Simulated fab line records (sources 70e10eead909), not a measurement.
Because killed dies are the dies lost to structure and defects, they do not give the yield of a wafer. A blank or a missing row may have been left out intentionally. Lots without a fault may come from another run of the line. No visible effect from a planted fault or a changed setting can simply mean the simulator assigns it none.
Which tool did it? || flow nand_harc || 12 lots, 36 wafers sampled, at 5 steps of a route of 1159

== WHAT EACH GAUGE READ, for each wafer ==
NHARC_A_CONTACT_OVL_MEAS_09. Usual: overlay_x_nm -0.1 nm, standard deviation 0.93; overlay_y_nm -0.3 nm, standard deviation 0.73.
{"lot": "L218", "measured": "day 16 21:40", "on": "overlay-01", "overlay_x_nm (nm)": "-0.4 -0.3 -0.3", "overlay_y_nm (nm)": "-1.8 -1.8 -1.7", "flag": ""}
{"lot": "L221", "measured": "day 16 23:53", "on": "overlay-02", "overlay_x_nm (nm)": "-0.6 -0.7 -0.3", "overlay_y_nm (nm)": "-1.8 -1.5 -2.0", "flag": ""}
{"lot": "L219", "measured": "day 17 08:02", "on": "overlay-02", "overlay_x_nm (nm)": "-0.5 -0.5 -0.1", "overlay_y_nm (nm)": "0.7 0.6 0.3", "flag": ""}
{"lot": "L220", "measured": "day 17 09:59", "on": "overlay-01", "overlay_x_nm (nm)": "-0.1 -0.7 -0.1", "overlay_y_nm (nm)": "-1.0 -0.9 -1.0", "flag": ""}
{"lot": "L222", "measured": "day 18 00:38", "on": "overlay-01", "overlay_x_nm (nm)": "-1.0 -1.3 -1.9", "overlay_y_nm (nm)": "-0.8 -0.7 -0.7", "flag": ""}
{"lot": "L224", "measured": "day 18 06:01", "on": "overlay-02", "overlay_x_nm (nm)": "0.9 1.2 1.0", "overlay_y_nm (nm)": "0.0 -0.6 -0.7", "flag": ""}
{"lot": "L223", "measured": "day 18 07:23", "on": "overlay-01", "overlay_x_nm (nm)": "1.0 1.0 0.8", "overlay_y_nm (nm)": "0.2 0.2 0.3", "flag": ""}
{"lot": "L225", "measured": "day 18 13:29", "on": "overlay-01", "overlay_x_nm (nm)": "0.0 0.0 -0.2", "overlay_y_nm (nm)": "0.5 0.1 0.5", "flag": ""}
{"lot": "L226", "measured": "day 19 04:09", "on": "overlay-01", "overlay_x_nm (nm)": "-0.5 -0.1 0.2", "overlay_y_nm (nm)": "-1.4 -1.3 -1.4", "flag": ""}
{"lot": "L227", "measured": "day 19 07:54", "on": "overlay-02", "overlay_x_nm (nm)": "-0.6 -1.0 -0.4", "overlay_y_nm (nm)": "0.2 0.4 -0.4", "flag": ""}
{"lot": "L231", "measured": "day 19 12:20", "on": "overlay-02", "overlay_x_nm (nm)": "-1.3 -1.2 -1.6", "overlay_y_nm (nm)": "-0.1 0.1 -0.2", "flag": ""}
{"lot": "L235", "measured": "day 21 16:04", "on": "overlay-02", "overlay_x_nm (nm)": "0.8 0.9 0.5", "overlay_y_nm (nm)": "0.3 0.2 0.4", "flag": ""}

NHARC_END_SORT_01. Usual: killed_at_array 26, standard deviation 10; killed_at_other 0.5, standard deviation 0.87; killed_at_periphery 3.0, standard deviation 2.5; killed_dies 29, standard deviation 11; killed_open 3.3, standard deviation 1.9; killed_short 1.8, standard deviation 1.5.
{"lot": "L221", "measured": "day 19 10:49", "on": "prober-01", "killed_at_array": "14 13 12", "killed_at_other": "0 0 1", "killed_at_periphery": "3 5 2", "killed_dies": "17 18 15", "killed_open": "4 3 1", "killed_short": "2 2 1", "flag": ""}
{"lot": "L226", "measured": "day 21 11:19", "on": "prober-02", "killed_at_array": "23 27 19", "killed_at_other": "0 0 0", "killed_at_periphery": "2 0 2", "killed_dies": "25 27 21", "killed_open": "1 4 3", "killed_short": "6 2 1", "flag": ""}
{"lot": "L235", "measured": "day 24 08:18", "on": "prober-01", "killed_at_array": 38, "killed_at_other": 1, "killed_at_periphery": 2, "killed_dies": 41, "killed_open": 6, "killed_short": 0, "flag": ""}

== EACH LOT AND THE TOOL THAT RAN IT (in order: tool; ch and the chambers of the sampled wafers; start) ==
{"lot": "L218", "NHARC_A_CONTACT_ETCH_88": "rie_diel-02 ch 0,1,2, day 16 21:50", "NHARC_A_CONTACT_ETCH_30": "rie_diel-02 ch 1,2,3, day 16 22:17", "NHARC_A_CONTACT_ETCH_137": "har_cap_etch-01 ch 0,1, day 16 23:11"}
{"lot": "L221", "NHARC_A_CONTACT_ETCH_88": "rie_diel-03 ch 0,1, day 17 00:04", "NHARC_A_CONTACT_ETCH_30": "rie_diel-03 ch 0,3, day 17 00:34", "NHARC_A_CONTACT_ETCH_137": "har_cap_etch-01 ch 0,1, day 17 01:30"}
{"lot": "L219", "NHARC_A_CONTACT_ETCH_88": "rie_diel-11 ch 1,3, day 17 08:13", "NHARC_A_CONTACT_ETCH_30": "rie_diel-11 ch 0,2,3, day 17 09:02", "NHARC_A_CONTACT_ETCH_137": "har_cap_etch-02 ch 0,1, day 17 10:10"}
{"lot": "L220", "NHARC_A_CONTACT_ETCH_88": "rie_diel-11 ch 1,2,3, day 17 10:10", "NHARC_A_CONTACT_ETCH_30": "rie_diel-11 ch 0,1,2, day 17 10:42", "NHARC_A_CONTACT_ETCH_137": "har_cap_etch-01 ch 0,1, day 17 11:39"}
{"lot": "L222", "NHARC_A_CONTACT_ETCH_88": "rie_diel-02 ch 0,2, day 18 00:55", "NHARC_A_CONTACT_ETCH_30": "rie_diel-02 ch 1,2,3, day 18 01:20", "NHARC_A_CONTACT_ETCH_137": "har_cap_etch-01 ch 0, day 18 02:16"}
{"lot": "L224", "NHARC_A_CONTACT_ETCH_88": "rie_diel-11 ch 1,2,3, day 18 06:12", "NHARC_A_CONTACT_ETCH_30": "rie_diel-11 ch 1,2,3, day 18 06:42", "NHARC_A_CONTACT_ETCH_137": "har_cap_etch-02 ch 0,1, day 18 07:37"}
{"lot": "L223", "NHARC_A_CONTACT_ETCH_88": "rie_diel-11 ch 2,3, day 18 07:35", "NHARC_A_CONTACT_ETCH_30": "rie_diel-11 ch 1,2,3, day 18 08:01", "NHARC_A_CONTACT_ETCH_137": "har_cap_etch-01 ch 0,1, day 18 08:56"}
{"lot": "L225", "NHARC_A_CONTACT_ETCH_88": "rie_diel-11 ch 0,2,3, day 18 13:41", "NHARC_A_CONTACT_ETCH_30": "rie_diel-11 ch 1,2,3, day 18 14:07", "NHARC_A_CONTACT_ETCH_137": "har_cap_etch-02 ch 0,1, day 18 15:04"}
{"lot": "L226", "NHARC_A_CONTACT_ETCH_88": "rie_diel-11 ch 2,3, day 19 04:20", "NHARC_A_CONTACT_ETCH_30": "rie_diel-11 ch 2,3, day 19 04:47", "NHARC_A_CONTACT_ETCH_137": "har_cap_etch-03 ch 0,1, day 19 05:42"}
{"lot": "L227", "NHARC_A_CONTACT_ETCH_88": "rie_diel-02 ch 0,2,3, day 19 08:07", "NHARC_A_CONTACT_ETCH_30": "rie_diel-02 ch 2,3, day 19 08:38", "NHARC_A_CONTACT_ETCH_137": "har_cap_etch-03 ch 0,1, day 19 09:37"}
{"lot": "L231", "NHARC_A_CONTACT_ETCH_88": "rie_diel-03 ch 0,1,2, day 19 12:32", "NHARC_A_CONTACT_ETCH_30": "rie_diel-03 ch 2,3, day 19 12:57", "NHARC_A_CONTACT_ETCH_137": "har_cap_etch-03 ch 0,1, day 19 13:55"}
{"lot": "L235", "NHARC_A_CONTACT_ETCH_88": "rie_diel-02 ch 0,1,3, day 21 16:15", "NHARC_A_CONTACT_ETCH_30": "rie_diel-02 ch 0,1,3, day 21 16:41", "NHARC_A_CONTACT_ETCH_137": "har_cap_etch-03 ch 0,1, day 21 17:41"}
- NHARC_A_CONTACT_ETCH_88: etches the open film in CF4, target depth 39 nm, time 65 s.
- NHARC_A_CONTACT_ETCH_30: etches the open film in CF4/CHF3, target depth 60.5 nm, time 30.2 s.
- NHARC_A_CONTACT_ETCH_137: etches the open film in C4F8/O2/Ar, time 132 s, target depth 1287 nm.

== WHAT THE TOOLS THEMSELVES READ (means of the sampled wafers that have a number; where no wafer has one, the mark that the record gives instead) ==
NHARC_A_CONTACT_ETCH_88. Usual: drypump_motor_current_A 5.6 A, standard deviation 0.51; oes_product_au 0.998 a.u., standard deviation 0.0086; rf_vpp_V 151.0 V, standard deviation 1.1; showerhead_plenum_p_Torr 1.74 Torr, standard deviation 0.054; throttle_valve_pct 13.284 %, standard deviation 0.0085.
{"lot": "L218", "tool": "rie_diel-02", "drypump_motor_current_A (A)": 5.1, "oes_product_au (a.u.)": 0.997, "rf_vpp_V (V)": 151.7, "showerhead_plenum_p_Torr (Torr)": 1.77, "throttle_valve_pct (%)": 13.283, "flag": ""}
{"lot": "L221", "tool": "rie_diel-03", "drypump_motor_current_A (A)": 5.1, "oes_product_au (a.u.)": 1.002, "rf_vpp_V (V)": 152.5, "showerhead_plenum_p_Torr (Torr)": 1.82, "throttle_valve_pct (%)": 13.283, "flag": ""}
{"lot": "L219", "tool": "rie_diel-11", "drypump_motor_current_A (A)": 5.7, "oes_product_au (a.u.)": 0.992, "rf_vpp_V (V)": 150.4, "showerhead_plenum_p_Torr (Torr)": 1.74, "throttle_valve_pct (%)": 13.281, "flag": ""}
{"lot": "L220", "tool": "rie_diel-11", "drypump_motor_current_A (A)": 5.8, "oes_product_au (a.u.)": 0.997, "rf_vpp_V (V)": 150.5, "showerhead_plenum_p_Torr (Torr)": 1.72, "throttle_valve_pct (%)": 13.289, "flag": ""}
{"lot": "L222", "tool": "rie_diel-02", "drypump_motor_current_A (A)": 5.2, "oes_product_au (a.u.)": 1.015, "rf_vpp_V (V)": 152.0, "showerhead_plenum_p_Torr (Torr)": 1.76, "throttle_valve_pct (%)": 13.281, "flag": ""}
{"lot": "L224", "tool": "rie_diel-11", "drypump_motor_current_A (A)": 5.8, "oes_product_au (a.u.)": 0.993, "rf_vpp_V (V)": 152.1, "showerhead_plenum_p_Torr (Torr)": 1.72, "throttle_valve_pct (%)": 13.273, "flag": ""}
{"lot": "L223", "tool": "rie_diel-11", "drypump_motor_current_A (A)": 5.5, "oes_product_au (a.u.)": 0.993, "rf_vpp_V (V)": 150.5, "showerhead_plenum_p_Torr (Torr)": 1.68, "throttle_valve_pct (%)": 13.293, "flag": ""}
{"lot": "L225", "tool": "rie_diel-11", "drypump_motor_current_A (A)": 5.7, "oes_product_au (a.u.)": 0.994, "rf_vpp_V (V)": 150.6, "showerhead_plenum_p_Torr (Torr)": 1.69, "throttle_valve_pct (%)": 13.275, "flag": ""}
{"lot": "L226", "tool": "rie_diel-11", "drypump_motor_current_A (A)": 5.5, "oes_product_au (a.u.)": 1.002, "rf_vpp_V (V)": 149.6, "showerhead_plenum_p_Torr (Torr)": 1.67, "throttle_valve_pct (%)": 13.277, "flag": ""}
{"lot": "L227", "tool": "rie_diel-02", "drypump_motor_current_A (A)": 5.3, "oes_product_au (a.u.)": 1.001, "rf_vpp_V (V)": 151.3, "showerhead_plenum_p_Torr (Torr)": 1.75, "throttle_valve_pct (%)": 13.285, "flag": ""}
{"lot": "L231", "tool": "rie_diel-03", "drypump_motor_current_A (A)": 5.4, "oes_product_au (a.u.)": 0.996, "rf_vpp_V (V)": 152.6, "showerhead_plenum_p_Torr (Torr)": 1.82, "throttle_valve_pct (%)": 13.285, "flag": ""}
{"lot": "L235", "tool": "rie_diel-02", "drypump_motor_current_A (A)": 5.2, "oes_product_au (a.u.)": 0.999, "rf_vpp_V (V)": 150.8, "showerhead_plenum_p_Torr (Torr)": 1.75, "throttle_valve_pct (%)": 13.282, "flag": ""}

NHARC_A_CONTACT_ETCH_30. Usual: drypump_motor_current_A 5.6 A, standard deviation 0.52; oes_product_au 0.937 a.u., standard deviation 0.022; rf_vpp_V 369.8 V, standard deviation 1.9; showerhead_plenum_p_Torr 1.55 Torr, standard deviation 0.05; throttle_valve_pct 16.803 %, standard deviation 0.0094.
{"lot": "L218", "tool": "rie_diel-02", "drypump_motor_current_A (A)": 5.4, "oes_product_au (a.u.)": 0.928, "rf_vpp_V (V)": 369.5, "showerhead_plenum_p_Torr (Torr)": 1.54, "throttle_valve_pct (%)": 16.797, "flag": ""}
{"lot": "L221", "tool": "rie_diel-03", "drypump_motor_current_A (A)": 6.4, "oes_product_au (a.u.)": 0.942, "rf_vpp_V (V)": 370.9, "showerhead_plenum_p_Torr (Torr)": 1.58, "throttle_valve_pct (%)": 16.814, "flag": ""}
{"lot": "L219", "tool": "rie_diel-11", "drypump_motor_current_A (A)": 5.7, "oes_product_au (a.u.)": 0.924, "rf_vpp_V (V)": 367.7, "showerhead_plenum_p_Torr (Torr)": 1.51, "throttle_valve_pct (%)": 16.800, "flag": ""}
{"lot": "L220", "tool": "rie_diel-11", "drypump_motor_current_A (A)": 6.1, "oes_product_au (a.u.)": 0.917, "rf_vpp_V (V)": 370.2, "showerhead_plenum_p_Torr (Torr)": 1.54, "throttle_valve_pct (%)": 16.803, "flag": ""}
{"lot": "L222", "tool": "rie_diel-02", "drypump_motor_current_A (A)": 5.4, "oes_product_au (a.u.)": 0.923, "rf_vpp_V (V)": 368.8, "showerhead_plenum_p_Torr (Torr)": 1.54, "throttle_valve_pct (%)": 16.799, "flag": ""}
{"lot": "L224", "tool": "rie_diel-11", "drypump_motor_current_A (A)": 5.8, "oes_product_au (a.u.)": 0.943, "rf_vpp_V (V)": 368.8, "showerhead_plenum_p_Torr (Torr)": 1.53, "throttle_valve_pct (%)": 16.804, "flag": ""}
{"lot": "L223", "tool": "rie_diel-11", "drypump_motor_current_A (A)": 5.8, "oes_product_au (a.u.)": 0.929, "rf_vpp_V (V)": 369.0, "showerhead_plenum_p_Torr (Torr)": 1.53, "throttle_valve_pct (%)": 16.810, "flag": ""}
{"lot": "L225", "tool": "rie_diel-11", "drypump_motor_current_A (A)": 5.8, "oes_product_au (a.u.)": 0.927, "rf_vpp_V (V)": 369.2, "showerhead_plenum_p_Torr (Torr)": 1.53, "throttle_valve_pct (%)": 16.804, "flag": ""}
{"lot": "L226", "tool": "rie_diel-11", "drypump_motor_current_A (A)": 5.5, "oes_product_au (a.u.)": 0.921, "rf_vpp_V (V)": 367.6, "showerhead_plenum_p_Torr (Torr)": 1.49, "throttle_valve_pct (%)": 16.807, "flag": ""}
{"lot": "L227", "tool": "rie_diel-02", "drypump_motor_current_A (A)": 5.6, "oes_product_au (a.u.)": 0.919, "rf_vpp_V (V)": 369.0, "showerhead_plenum_p_Torr (Torr)": 1.53, "throttle_valve_pct (%)": 16.802, "flag": ""}
{"lot": "L231", "tool": "rie_diel-03", "drypump_motor_current_A (A)": 6.0, "oes_product_au (a.u.)": 0.956, "rf_vpp_V (V)": 371.9, "showerhead_plenum_p_Torr (Torr)": 1.61, "throttle_valve_pct (%)": 16.810, "flag": ""}
{"lot": "L235", "tool": "rie_diel-02", "drypump_motor_current_A (A)": 5.2, "oes_product_au (a.u.)": 0.931, "rf_vpp_V (V)": 370.3, "showerhead_plenum_p_Torr (Torr)": 1.56, "throttle_valve_pct (%)": 16.801, "flag": ""}

NHARC_A_CONTACT_ETCH_137. Usual: oes_air_line_au reads 1.000 a.u. (standard deviation 0.019).
{"lot": "L218", "tool": "har_cap_etch-01", "oes_air_line_au (a.u.)": 0.992, "flag": ""}
{"lot": "L221", "tool": "har_cap_etch-01", "oes_air_line_au (a.u.)": 0.991, "flag": ""}
{"lot": "L219", "tool": "har_cap_etch-02", "oes_air_line_au (a.u.)": 1.008, "flag": ""}
{"lot": "L220", "tool": "har_cap_etch-01", "oes_air_line_au (a.u.)": 0.991, "flag": ""}
{"lot": "L222", "tool": "har_cap_etch-01", "oes_air_line_au (a.u.)": 1.025, "flag": ""}
{"lot": "L224", "tool": "har_cap_etch-02", "oes_air_line_au (a.u.)": 1.009, "flag": ""}
{"lot": "L223", "tool": "har_cap_etch-01", "oes_air_line_au (a.u.)": 0.997, "flag": ""}
{"lot": "L225", "tool": "har_cap_etch-02", "oes_air_line_au (a.u.)": 1.021, "flag": ""}
{"lot": "L226", "tool": "har_cap_etch-03", "oes_air_line_au (a.u.)": 1.000, "flag": ""}
{"lot": "L227", "tool": "har_cap_etch-03", "oes_air_line_au (a.u.)": 0.997, "flag": ""}
{"lot": "L231", "tool": "har_cap_etch-03", "oes_air_line_au (a.u.)": 0.996, "flag": ""}
{"lot": "L235", "tool": "har_cap_etch-03", "oes_air_line_au (a.u.)": 1.010, "flag": ""}

== THE ANSWER, worked out from the rows above alone ==
Rule: lot off if the mean of its wafers having a number is beyond 3 standard deviations from the usual mean. Also off: a lot with no number at a reading for which 4 or more lots have one. All remaining lots with rows at the step are treated as sound. After the gauges, taken in route order, come the tools' own readings; for these a lot's mean is taken, as printed above. The first step at which some lot is off is used, and at that step the reading that is off furthest; a lot without a number counts as furthest.
None of the lots is off at any reading shown; this tells nothing.

== WHAT THE SIMULATOR HAD INSERTED ==
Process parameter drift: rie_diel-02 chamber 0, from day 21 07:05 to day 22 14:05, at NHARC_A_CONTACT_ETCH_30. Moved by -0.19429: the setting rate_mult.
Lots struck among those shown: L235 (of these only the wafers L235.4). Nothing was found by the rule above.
